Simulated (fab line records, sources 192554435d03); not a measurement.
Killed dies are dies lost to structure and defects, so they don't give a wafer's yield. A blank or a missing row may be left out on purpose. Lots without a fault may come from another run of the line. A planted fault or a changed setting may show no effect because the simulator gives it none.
fab line records | flow n5_finfet
record lots=7 wafers=39
route steps=1938 shown BEOL_M9@1443 BEOL_M15@1773
start_h: hours from the record's first day to the start of the lot's first wafer shown | wait_h: hours since the lot's step before | " the same as in the row above | L1.1+2: a row that stands for several wafers | - no value, or no start given | * or withheld: withheld | < > ~ a bound
route shown NAME@n: a module of which the file shows steps, and the number in the route of the first | usual: mean/standard deviation of fault-free wafers | same: alike in all rows | chamber/n: place in a boat | sites: the reading at each site | _std_site: their standard deviation | _edge_site: outer sites' mean less inner sites' | radius_mm: how far each site lies from the wafer's centre | mask NAME#n: copy n | behind: the tool/chamber that last shaped the wafer | hold: why the lot was held/for how many hours/how that ended | device: the transistor (n, p or np) that didn't switch | end of line: the same wafers' tests at the end of the route | a step without rows: its recipe alone | killed: dies lost to structure and defects at the first sort, not the wafer's yield | map: a wafer's dies, x killed, . not, _ none there
set.NAME: the setting as run; set.NAME@STEP: as run at that earlier step | model.NAME: the simulator's own value behind a step, which no gauge read
lots whose settings were changed on purpose; a table a step, a row a wafer
## steps
# step N5_BEOL_M9_VIA_ETCH_34
# recipe chemistry=C4F6/O2 target=SiCOH_lowk target_depth_a=1824 mask_material=SOC taper_deg=4 time_s=68.4 ion_energy_ev=250 pressure_mtorr=30 source_w=345 bias_w=185 Ar_flow_sccm=300 C4F6_flow_sccm=10 O2_flow_sccm=10
# columns lot.wafer tool chamber start_h wait_h set.target_depth_a model.etch.depth_nm model.SOC_of_BEOL_M9_COAT_63.thk_nm
L074.1 rie_diel-01 2 231.32 0.0 1824 181.7 51
L074.3 " 0 " " 1824 184.6 50.8
L074.6 " 2 " " 1824 182.3 51
L080.1 rie_diel-03 3 301.74 0.0 2846 281.9 46
L080.2 " 2 " " 2846 286.7 45.8
L080.3 " 0 " " 1824 183 51
L080.4 " 3 " " 2846 281.8 46
L080.5 " 0 " " 1824 182.4 51
L080.6 " 2 " " 1824 184.6 50.8
L087.1 rie_diel-01 1 389.04 0.0 1824 181 51.2
L087.2 " 3 " " 1824 185.8 51
L087.3 " 2 " " 2578 256.5 47.6
L087.4 " 0 " " 2578 258.4 47.6
L087.5 " 2 " " 2578 256.4 47.6
L087.6 " 3 " " 1824 184.6 51.2
L092.1 rie_diel-03 0 432.79 0.0 1824 180.9 51
L092.2 " 1 " " 1824 181.8 51
L092.3 " 2 " " 1824 182.7 50.8
L092.4 " 3 " " 1824 176.6 51.2
L092.5 " 3 " " 1824 178.2 51
L092.6 " 2 " " 1824 182.8 50.8
L094.1 rie_diel-01 3 439.71 0.0 1824 184.9 50.8
L094.2 " 2 " " 1318 131.8 53.4
L094.3 " 1 " " 1824 182.2 51.2
L094.4 " 0 " " 1318 133.5 53.6
L094.5 " 0 " " 1318 132.5 53.6
L094.6 " 1 " " 1824 181.8 51.2
L093.1 rie_diel-01 0 445.39 0.0 1824 183.6 50.8
L093.2 " 2 " " 1824 179.6 51
L093.3 " 1 " " 1824 181 51
L093.4 " 3 " " 1155 116.9 54.2
L093.5 " 1 " " 1155 114.4 54.4
L093.6 " 2 " " 1155 114.1 54.4
L082.1 rie_diel-06 1 451.04 0.0 1824 181.4 51.2
L082.2 " 0 " " 1824 178.8 51.2
L082.3 " 3 " " 2731 275 46.4
L082.4 " 2 " " 2731 270.5 46.8
L082.5 " 2 " " 2731 267.3 46.6
L082.6 " 3 " " 1824 182.2 51
# step N5_BEOL_M15_ILD_DEP_00
# recipe material=SiO2 target_thk_a=16293 temp_c=400 precursor=TEOS/O2 pressure_torr=6.5 rf_w=900 teos_flow_sccm=161.4 gas=O2 flow_sccm=2650 time_s=346.1
# columns lot.wafer tool chamber start_h wait_h set.time_s model.SiO2_of_BEOL_M15_ILD_DEP_00.thk_nm
L074.1 pecvd-02 1 273.18 0.0 346.1 1620
L074.3 " 0 " " 346.1 1611
L074.6 " 1 " " 346.1 1631
L080.1 pecvd-01 1 337.55 0.0 441.9 2072
L080.2 " 2 " " 441.9 2044
L080.3 " 1 " " 346.1 1626
L080.4 " 2 " " 346.1 1637
L080.5 " 2 " " 346.1 1616
L080.6 " 1 " " 441.9 2078
L087.1 pecvd-04 0 435.10 0.0 406.9 1913
L087.2 " 1 " " 346.1 1618
L087.3 " 2 " " 406.9 1900
L087.4 " 2 " " 346.1 1639
L087.5 " 1 " " 346.1 1655
L087.6 " 0 " " 406.9 1944
L092.1 pecvd-04 2 473.36 0.0 413.8 1899
L092.2 " 0 " " 413.8 1945
L092.3+5 " 2,0 " " 346.1 1650
L092.4 " 0 " " 413.8 1955
L092.6 " 2 " " 346.1 1624
L094.1 pecvd-04 0 488.12 0.0 346.1 1617
L094.2 " 1 " " 251.2 1174
L094.3 " 2 " " 251.2 1159
L094.4 " 2 " " 346.1 1627
L094.5 " 1 " " 346.1 1665
L094.6 " 0 " " 251.2 1189
L082.1 pecvd-04 2 494.15 0.0 346.1 1597
L082.2 " 0 " " 192.5 909
L082.3 " 1 " " 346.1 1612
L082.4 " 1 " " 192.5 902.2
L082.5 " 0 " " 346.1 1628
L082.6 " 2 " " 192.5 890.4
L093.1 pecvd-02 0 495.05 0.0 285 1336
L093.2 " 2 " " 346.1 1596
L093.3 " 1 " " 285 1331
L093.4 " 2 " " 346.1 1621
L093.5 " 1 " " 346.1 1654
L093.6 " 0 " " 285 1350
# step N5_BEOL_M15_THK_MEAS_01
# recipe reads=SiO2_of_BEOL_M15_ILD_DEP_00
# usual M15_ILD_THK=1626/20
# columns lot.wafer tool chamber start_h wait_h set.time_s@BEOL_M15_ILD_DEP_00 M15_ILD_THK[nm]
L074.1 film_metro-01 - 273.43 0.1 346.1 1620
L074.3 " - " " 346.1 1611
L074.6 " - " " 346.1 1632
L080.1 film_metro-02 - 338.08 0.4 441.9 2071
L080.2 " - " " 441.9 2044
L080.3 " - " " 346.1 1626
L080.4 " - " " 346.1 1637
L080.5 " - " " 346.1 1617
L080.6 " - " " 441.9 2078
L087.1 film_metro-01 - 435.35 0.1 406.9 1913
L087.2 " - " " 346.1 1618
L087.3 " - " " 406.9 1902
L087.4 " - " " 346.1 1639
L087.5 " - " " 346.1 1656
L087.6 " - " " 406.9 1945
L092.1 film_metro-01 - 473.71 0.2 413.8 1900
L092.2 " - " " 413.8 1944
L092.3 " - " " 346.1 1649
L092.4 " - " " 413.8 1954
L092.5 " - " " 346.1 1649
L092.6 " - " " 346.1 1624
L094.1 film_metro-01 - 488.37 0.1 346.1 1617
L094.2 " - " " 251.2 1174
L094.3 " - " " 251.2 1160
L094.4 " - " " 346.1 1626
L094.5 " - " " 346.1 1664
L094.6 " - " " 251.2 1190
L082.1 film_metro-01 - 494.40 0.1 346.1 1594
L082.2 " - " " 192.5 909
L082.3 " - " " 346.1 1613
L082.4 " - " " 192.5 902
L082.5 " - " " 346.1 1627
L082.6 " - " " 192.5 890
L093.1 film_metro-02 - 495.30 0.1 285 1335
L093.2 " - " " 346.1 1596
L093.3 " - " " 285 1331
L093.4 " - " " 346.1 1620
L093.5 " - " " 346.1 1654
L093.6 " - " " 285 1349
# step N5_BEOL_M15_COAT_58
# recipe resist=BARC temp_c=205 time_s=60 spin_rpm=1500 resist_thk_nm=89
# step N5_BEOL_M15_COAT_04
# recipe spin_rpm=1704 resist_thk_nm=800
# step N5_BEOL_M15_DESCUM_15
# recipe chemistry=O2 time_s=7.9 source_power_w=50 bias_power_w=20 pressure_mtorr=20 rf_frequency_hz=2.712e+07 temp_c=40 o2_flow_sccm=225
# step N5_BEOL_M15_ETCH_59
# recipe chemistry=N2/H2 target=BARC target_depth_a=890 overetch_a=267 time_s=67.9 ion_energy_ev=200 pressure_mtorr=30 source_w=840 bias_w=150 n2_flow_sccm=200 h2_flow_sccm=200
# step N5_BEOL_M15_VIA_ETCH_16
# recipe chemistry=C4F8/O2/Ar target=SiO2 he_inner_torr=15 he_outer_torr=30 target_depth_a=17922 time_s=withheld ion_energy_ev=800 pressure_mtorr=20 source_w=1905 bias_w=2040 Ar_flow_sccm=400 C4F8_flow_sccm=16 O2_flow_sccm=12 ends=cleared
# columns lot.wafer tool chamber start_h wait_h set.time_s@BEOL_M15_ILD_DEP_00 model.etch.depth_nm model.coat_of_BEOL_M15_COAT_04.thk_nm
L074.1 rie_diel-01 0 273.91 0.0 * 1620 335.8
L074.3 " 1 " " * 1611 338.6
L074.6 " 0 " " * 1631 334
L080.1 rie_diel-01 0 338.56 0.0 * 2072 229.6
L080.2 " 2 " " * 2044 237.2
L080.3 " 1 " " * 1626 333.6
L080.4 " 3 " " * 1637 327.8
L080.5 " 1 " " * 1616 335.6
L080.6 " 2 " " * 2078 228.2
L087.1 rie_diel-01 3 435.96 0.0 * 1913 262.6
L087.2 " 2 " " * 1618 336.4
L087.3 " 0 " " * 1900 269.8
L087.4 " 1 " " * 1639 331
L087.5 " 1 " " * 1655 327.8
L087.6 " 2 " " * 1944 260.6
L092.1 rie_diel-03 0 474.19 0.0 * 1899 266.2
L092.2 " 3 " " * 1945 262.6
L092.3 " 2 " " * 1650 330.4
L092.4 " 1 " " * 1955 255.4
L092.5 " 0 " " * 1650 325.6
L092.6 " 1 " " * 1624 336.8
L094.1 rie_diel-01 0 489.40 0.0 * 1617 339.4
L094.2 " 2 " " * 1174 445.2
L094.3 " 1 " " * 1159 446.4
L094.4 " 3 " " * 1627 330.6
L094.5 " 1 " " * 1665 327.4
L094.6 " 0 " " * 1189 440.8
L082.1 rie_diel-03 2 494.88 0.0 * 1597 341
L082.2 " 1 " " * 909 502.2
L082.3 " 0 " " * 1612 331.8
L082.4 " 3 " " * 902.1 503
L082.5 " 1 " " * 1628 334.6
L082.6 " 0 " " * 890.4 508
L093.1 rie_diel-03 3 496.14 0.0 * 1336 401.2
L093.2 " 2 " " * 1596 336
L093.3 " 0 " " * 1331 398.2
L093.4 " 1 " " * 1621 332.6
L093.5 " 1 " " * 1654 326.2
L093.6 " 2 " " * 1350 397.2
# step N5_BEOL_M15_STRIP_63
# recipe chemistry=O2 power_w=600 temp_c=60 pressure_mtorr=30 rf_frequency_hz=6e+07 bias_power_w=0 overash_fraction=0.3 o2_flow_sccm=225
# step N5_BEOL_M15_STRIP_64
# recipe chemistry=O2 power_w=600 temp_c=60 pressure_mtorr=30 rf_frequency_hz=6e+07 bias_power_w=0 overash_fraction=0.3 o2_flow_sccm=225
# step N5_BEOL_M15_STRIP_65
# recipe chemistry=post_etch_residue_remover time_s=60 temp_c=25 remover_ph=withheld remover_water_wt_pct=withheld remover_fluoride_wt_pct=withheld
# step N5_BEOL_M15_SRD_66
# recipe time_s=30 temp_c=23 rinse_liquid=diw dry=n2_spin spin_rpm=1500 dry_time_s=30
# step N5_BEOL_M15_CD_MEAS_17
# recipe target_cd_nm=360 polarity=opening
# usual cd_nm=361.5/1.2
# columns lot.wafer tool chamber start_h wait_h set.time_s@BEOL_M15_ILD_DEP_00 cd_nm
L074.1 cd_sem-03 - 274.32 0.0 346.1 363.3
L074.3 " - " " 346.1 361.3
L074.6 " - " " 346.1 362.4
L080.1 cd_sem-01 - 338.97 0.0 441.9 365.3
L080.2 " - " " 441.9 365.1
L080.3 " - " " 346.1 361.3
L080.4 " - " " 346.1 360.4
L080.5 " - " " 346.1 363.6
L080.6 " - " " 441.9 366.7
L087.1 cd_sem-03 - 436.37 0.0 406.9 -
L087.2 " - " " 346.1 361.7
L087.3 " - " " 406.9 364.7
L087.4 " - " " 346.1 361.7
L087.5 " - " " 346.1 -
L087.6 " - " " 406.9 -
L092.1 cd_sem-03 - 474.60 0.0 413.8 -
L092.2 " - " " 413.8 365.1
L092.3 " - " " 346.1 361.7
L092.4 " - " " 413.8 -
L092.5 " - " " 346.1 -
L092.6 " - " " 346.1 362.2
L094.1 cd_sem-02 - 489.81 0.0 346.1 360.9
L094.2 " - " " 251.2 357.1
L094.3 " - " " 251.2 354.1
L094.4 " - " " 346.1 359.2
L094.5 " - " " 346.1 360.4
L094.6 " - " " 251.2 357.4
L082.1 cd_sem-01 - 495.29 0.0 346.1 359.3
L082.2 " - " " 192.5 355.0
L082.3 " - " " 346.1 359.2
L082.4 " - " " 192.5 355.3
L082.5 " - " " 346.1 361.2
L082.6 " - " " 192.5 354.9
L093.1 cd_sem-01 - 496.55 0.0 285 359.0
L093.2 " - " " 346.1 -
L093.3 " - " " 285 358.6
L093.4 " - " " 346.1 -
L093.5 " - " " 346.1 -
L093.6 " - " " 285 359.8
## key
split step=N5_BEOL_M9_VIA_ETCH_34 setting=target_depth_a stated=1824 by=wafer
response step=N5_BEOL_M9_VIA_ETCH_34 reading=model.etch.depth_nm change=+1.8 per=1% r=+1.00
response step=N5_BEOL_M9_VIA_ETCH_34 reading=model.SOC_of_BEOL_M9_COAT_63.thk_nm change=-0.0895 per=1% r=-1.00
split step=N5_BEOL_M15_ILD_DEP_00 setting=time_s stated=346.1 by=wafer
response step=N5_BEOL_M15_ILD_DEP_00 reading=model.SiO2_of_BEOL_M15_ILD_DEP_00.thk_nm change=+16.1 per=1% r=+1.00
response step=N5_BEOL_M15_THK_MEAS_01 reading=M15_ILD_THK change=+16 per=1% r=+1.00
response step=N5_BEOL_M15_VIA_ETCH_16 reading=model.etch.depth_nm change=+16.1 per=1% r=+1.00
response step=N5_BEOL_M15_VIA_ETCH_16 reading=model.coat_of_BEOL_M15_COAT_04.thk_nm change=-3.8 per=1% r=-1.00
response step=N5_BEOL_M15_CD_MEAS_17 reading=cd_nm change=+0.128 per=1% r=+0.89
